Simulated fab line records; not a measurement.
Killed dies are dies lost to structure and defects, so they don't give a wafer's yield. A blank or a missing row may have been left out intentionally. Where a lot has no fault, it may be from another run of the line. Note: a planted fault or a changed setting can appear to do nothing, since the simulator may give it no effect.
Chamber matching	flow n5-finfet	rie-diel-01 running N5_BEOL_M11_STRIP_67: 4 sister chambers
The step strips in CF4. 8 wafers are shown with their chamber, then 7 later ones without.

== WAFERS, EACH WITH ITS CHAMBER ==
wafer	chamber	throttle-valve-pct (%)	oes-product-au (a.u.)
L082.1	2	13.30	0.91
L082.4	1	13.19	0.82
L082.5	0	13.50	0.82
L087.1	2	13.30	0.90
L087.3	3	13.51	0.82
L087.5	0	13.49	0.82
L085.1	1	13.19	0.82
L085.5	3	13.51	0.82

== WAFERS WHOSE CHAMBER IS MISSING ==
wafer	throttle-valve-pct (%)	oes-product-au (a.u.)
L085.6	13.32	0.91
L089.1	13.56	0.80
L089.2	13.32	0.87
L089.5	13.56	0.80
L096.3	13.36	0.86
L096.4	13.60	0.79
L096.5	13.38	0.85

== EACH ONE'S CHAMBER ==
wafer	from the rows above	in truth
L085.6	2	2
L089.1	3	3
L089.2	2	2
L089.5	3	3
L096.3	2	2
L096.4	3	3
L096.5	2	2
Correct placement for 7 of the 7. Number that these rows cannot place: 0. Wrongly placed: 0.
How it was worked out, from the rows above alone: a wafer's distance from a chamber is the root of the sum, over the readings, of the square of ((its reading less the chamber's mean) divided by the reading's scatter). If the next closest chamber is less than 2 further off than the closest, the wafer can't be placed; otherwise it belongs to the closest. For every chamber, the mean is computed from those of its wafers that are shown. The scatter: take each reading less its chamber's mean, square it, sum over the shown wafers, divide by the number of wafers less the number of chambers, and take the root.
